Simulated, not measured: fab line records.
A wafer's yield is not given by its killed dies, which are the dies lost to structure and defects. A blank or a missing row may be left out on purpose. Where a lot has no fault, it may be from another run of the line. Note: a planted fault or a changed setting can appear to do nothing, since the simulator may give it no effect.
Matching of chambers / flow n5 finfet / 4 sister chambers for N5_BEOL_M12_ETCH_59 on rie diel-02
The step etches BARC in N2/H2, target depth 89 nm, overetch 26.7 nm, time 67.9 s. 18 wafers are shown with their chamber, then 9 later ones without.

WAFERS PAIRED WITH THEIR CHAMBERS
wafer=L076.2; chamber=1; showerhead plenum p Torr (Torr)=2.63; drypump motor current A (A)=5.5; throttle valve pct (%)=18.17
wafer=L076.5; chamber=0; showerhead plenum p Torr (Torr)=2.58; drypump motor current A (A)=5.3; throttle valve pct (%)=18.10
wafer=L076.6; chamber=1; showerhead plenum p Torr (Torr)=2.63; drypump motor current A (A)=5.6; throttle valve pct (%)=18.17
wafer=L075.3; chamber=1; showerhead plenum p Torr (Torr)=2.63; drypump motor current A (A)=5.6; throttle valve pct (%)=18.17
wafer=L075.5; chamber=3; showerhead plenum p Torr (Torr)=2.67; drypump motor current A (A)=5.7; throttle valve pct (%)=17.83
wafer=L075.6; chamber=2; showerhead plenum p Torr (Torr)=2.51; drypump motor current A (A)=5.0; throttle valve pct (%)=17.98
wafer=L081.2; chamber=3; showerhead plenum p Torr (Torr)=2.67; drypump motor current A (A)=5.8; throttle valve pct (%)=17.86
wafer=L081.4; chamber=0; showerhead plenum p Torr (Torr)=2.58; drypump motor current A (A)=5.3; throttle valve pct (%)=18.11
wafer=L081.6; chamber=2; showerhead plenum p Torr (Torr)=2.50; drypump motor current A (A)=5.0; throttle valve pct (%)=17.98
wafer=L082.1; chamber=0; showerhead plenum p Torr (Torr)=2.58; drypump motor current A (A)=5.3; throttle valve pct (%)=18.14
wafer=L082.2; chamber=1; showerhead plenum p Torr (Torr)=2.62; drypump motor current A (A)=5.5; throttle valve pct (%)=18.19
wafer=L082.4; chamber=3; showerhead plenum p Torr (Torr)=2.67; drypump motor current A (A)=5.8; throttle valve pct (%)=17.88
wafer=L086.1; chamber=2; showerhead plenum p Torr (Torr)=2.50; drypump motor current A (A)=5.0; throttle valve pct (%)=18.02
wafer=L086.2; chamber=3; showerhead plenum p Torr (Torr)=2.66; drypump motor current A (A)=5.7; throttle valve pct (%)=17.87
wafer=L086.4; chamber=1; showerhead plenum p Torr (Torr)=2.62; drypump motor current A (A)=5.6; throttle valve pct (%)=18.21
wafer=L091.1; chamber=3; showerhead plenum p Torr (Torr)=2.66; drypump motor current A (A)=5.8; throttle valve pct (%)=17.90
wafer=L091.3; chamber=2; showerhead plenum p Torr (Torr)=2.49; drypump motor current A (A)=5.0; throttle valve pct (%)=18.03
wafer=L091.4; chamber=3; showerhead plenum p Torr (Torr)=2.66; drypump motor current A (A)=5.7; throttle valve pct (%)=17.89

SIGNATURES (means of the wafers above)
reading=showerhead plenum p Torr; chamber 0=2.5800; chamber 1=2.6260; chamber 2=2.5000; chamber 3=2.6650; scatter within a chamber=0.00579
reading=drypump motor current A; chamber 0=5.300; chamber 1=5.560; chamber 2=5.000; chamber 3=5.750; scatter within a chamber=0.0439
reading=throttle valve pct; chamber 0=18.1167; chamber 1=18.1820; chamber 2=18.0025; chamber 3=17.8717; scatter within a chamber=0.0228
Rule: distance of a wafer from a chamber = root of the sum over the readings of ((wafer's reading minus chamber's mean) / reading's scatter) squared. If the next closest chamber is less than 2 further off than the closest, the wafer can't be placed; otherwise it belongs to the closest. The scatter: the root of (the sum of the squares of (reading less its chamber's mean) over the shown wafers, divided by (wafers less chambers)).

WAFERS MISSING THEIR CHAMBER
wafer=L089.1; showerhead plenum p Torr (Torr)=2.49; drypump motor current A (A)=5.0; throttle valve pct (%)=18.02
wafer=L089.4; showerhead plenum p Torr (Torr)=2.57; drypump motor current A (A)=5.3; throttle valve pct (%)=18.14
wafer=L089.6; showerhead plenum p Torr (Torr)=2.66; drypump motor current A (A)=5.8; throttle valve pct (%)=17.90
wafer=L092.2; showerhead plenum p Torr (Torr)=2.57; drypump motor current A (A)=5.3; throttle valve pct (%)=18.17
wafer=L092.4; showerhead plenum p Torr (Torr)=2.57; drypump motor current A (A)=5.3; throttle valve pct (%)=18.15
wafer=L092.6; showerhead plenum p Torr (Torr)=2.49; drypump motor current A (A)=5.0; throttle valve pct (%)=18.02
wafer=L096.2; showerhead plenum p Torr (Torr)=2.56; drypump motor current A (A)=5.3; throttle valve pct (%)=18.17
wafer=L096.3; showerhead plenum p Torr (Torr)=2.61; drypump motor current A (A)=5.5; throttle valve pct (%)=17.80
wafer=L096.4; showerhead plenum p Torr (Torr)=2.49; drypump motor current A (A)=5.0; throttle valve pct (%)=17.63

THE CHAMBER EACH PASSED THROUGH
wafer=L089.1; from the rows above=2; in truth=2
wafer=L089.4; from the rows above=0; in truth=0
wafer=L089.6; from the rows above=3; in truth=3
wafer=L092.2; from the rows above=0; in truth=0
wafer=L092.4; from the rows above=0; in truth=0
wafer=L092.6; from the rows above=2; in truth=2
wafer=L096.2; from the rows above=0; in truth=0
wafer=L096.3; from the rows above=3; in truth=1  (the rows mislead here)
wafer=L096.4; from the rows above=2; in truth=2
Correctly placed: 8 of 9. Number that these rows cannot place: 0. 1 placed wrongly.
